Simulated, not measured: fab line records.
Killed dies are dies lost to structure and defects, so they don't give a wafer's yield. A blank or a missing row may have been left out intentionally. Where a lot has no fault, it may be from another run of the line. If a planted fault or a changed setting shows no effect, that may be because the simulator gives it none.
Chamber matching -- flow nandHarc -- rieDiel-13 running NHARC_A_STAIRCASE_TRIM_196: 4 sister chambers
The step chemistry O2, time 211.2 s. 20 wafers are shown with their chamber, then 10 later ones without.

EACH WAFER AND ITS CHAMBER
wafer,chamber,showerheadPlenumPTorr (Torr),oesProductAu (a.u.),throttleValvePct (%)
L075.1,2,3.37,1.001,17.035
L075.2,0,3.51,0.997,17.031
L075.5,1,3.31,0.993,17.044
L077.3,0,3.51,1.004,17.043
L077.4,2,3.37,1.015,17.044
L077.5,1,3.31,1.003,17.050
L081.1,2,3.37,1.001,17.038
L081.2,0,3.50,1.001,17.026
L081.5,2,3.37,1.006,17.023
L082.2,1,3.30,1.012,17.053
L082.3,3,3.65,1.000,17.030
L082.4,2,3.37,1.008,17.047
L083.2,3,3.64,1.001,17.040
L083.3,1,3.30,1.005,17.036
L083.6,0,3.50,1.009,17.050
L084.1,1,3.30,0.992,17.036
L084.3,3,3.64,0.989,17.021
L084.6,2,3.36,1.011,17.027
L085.1,3,3.64,0.991,17.033
L085.3,1,3.30,1.004,17.031

SIGNATURES (averages over the wafers above)
reading,chamber 0,chamber 1,chamber 2,chamber 3,scatter within a chamber
showerheadPlenumPTorr,3.5050,3.3033,3.3683,3.6425,0.00495
oesProductAu,1.00275,1.00150,1.00700,0.99525,0.00631
throttleValvePct,17.03750,17.04167,17.03567,17.03100,0.00925
Rule: for each reading, subtract the chamber's mean from the wafer's reading, divide by that reading's scatter and square the result; add these up over the readings and take the root, which gives the wafer's distance from the chamber. The wafer belongs to the nearest chamber; if the next one is less than 2 further off, it can't be placed. How the scatter is found: for the shown wafers, subtract from each reading the mean of its chamber, square and add these, divide the total by (wafers less chambers), then take the root.

WAFERS WITH NO CHAMBER GIVEN
wafer,showerheadPlenumPTorr (Torr),oesProductAu (a.u.),throttleValvePct (%)
L085.6,3.36,1.012,17.035
L086.4,3.30,1.008,17.044
L086.5,3.64,1.000,17.024
L086.6,3.36,1.009,17.040
L088.2,3.63,1.020,17.038
L088.3,3.35,1.011,17.022
L088.5,3.35,1.015,17.038
L093.3,3.29,0.996,17.037
L093.4,3.63,0.995,17.028
L093.5,3.49,0.991,17.037

THE CHAMBER EACH PASSED THROUGH
wafer,from the rows above,in truth
L085.6,2,2
L086.4,1,1
L086.5,3,3
L086.6,2,2
L088.2,3,3
L088.3,2,2
L088.5,2,2
L093.3,1,1
L093.4,3,3
L093.5,0,0
Placed correctly: 10 of 10. From these rows, 0 cannot be placed. Placed wrongly: 0.
